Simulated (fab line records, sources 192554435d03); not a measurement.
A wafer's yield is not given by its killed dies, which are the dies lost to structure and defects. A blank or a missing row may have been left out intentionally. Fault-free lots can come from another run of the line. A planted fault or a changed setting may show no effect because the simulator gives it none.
Matching of chambers + flow n5-finfet + N5_MOL_CONTACT_COAG_STRIP_96 on rie-diel-05 has 4 sister chambers
The step strips in N2/H2. 4 wafers are shown with their chamber, then 11 later ones without.

WAFERS WITH THEIR CHAMBER
| wafer  | chamber | throttle-valve-pct (%) |
|--------|---------|------------------------|
| L080.3 | 3       | 19.74                  |
| L089.2 | 2       | 19.17                  |
| L089.3 | 0       | 18.89                  |
| L092.4 | 1       | 18.80                  |

WAFERS WITH NO CHAMBER GIVEN
| wafer  | throttle-valve-pct (%) |
|--------|------------------------|
| L092.5 | 19.77                  |
| L092.6 | 18.90                  |
| L094.1 | 18.80                  |
| L094.2 | 18.90                  |
| L094.4 | 18.78                  |
| L095.2 | 18.93                  |
| L095.3 | 18.82                  |
| L095.6 | 18.79                  |
| L096.3 | 18.92                  |
| L096.4 | 18.82                  |
| L096.5 | 18.76                  |

EACH ONE'S CHAMBER
| wafer  | from the rows above | in truth                   |
|--------|---------------------|----------------------------|
| L092.5 | 3                   | 3                          |
| L092.6 | 0                   | 0                          |
| L094.1 | 1                   | 1                          |
| L094.2 | 0                   | 0                          |
| L094.4 | 1                   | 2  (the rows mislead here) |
| L095.2 | 0                   | 0                          |
| L095.3 | 1                   | 1                          |
| L095.6 | 1                   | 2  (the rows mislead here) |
| L096.3 | 0                   | 0                          |
| L096.4 | 1                   | 1                          |
| L096.5 | 1                   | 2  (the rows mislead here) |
8 of 11 placed correctly. Left unplaced by these rows: 0. 3 placed wrongly.
How it was worked out, from the rows above alone: a wafer's distance from a chamber is the root of the sum, over the readings, of the square of ((its reading less the chamber's mean) divided by the reading's scatter). The wafer belongs to the nearest chamber; if the next one is less than 2 further off, it can't be placed. Each chamber's mean is taken over the wafers shown for it. The scatter: with one shown wafer a chamber, the root of the mean of the squares of how far each hidden wafer lies from its nearest shown one.
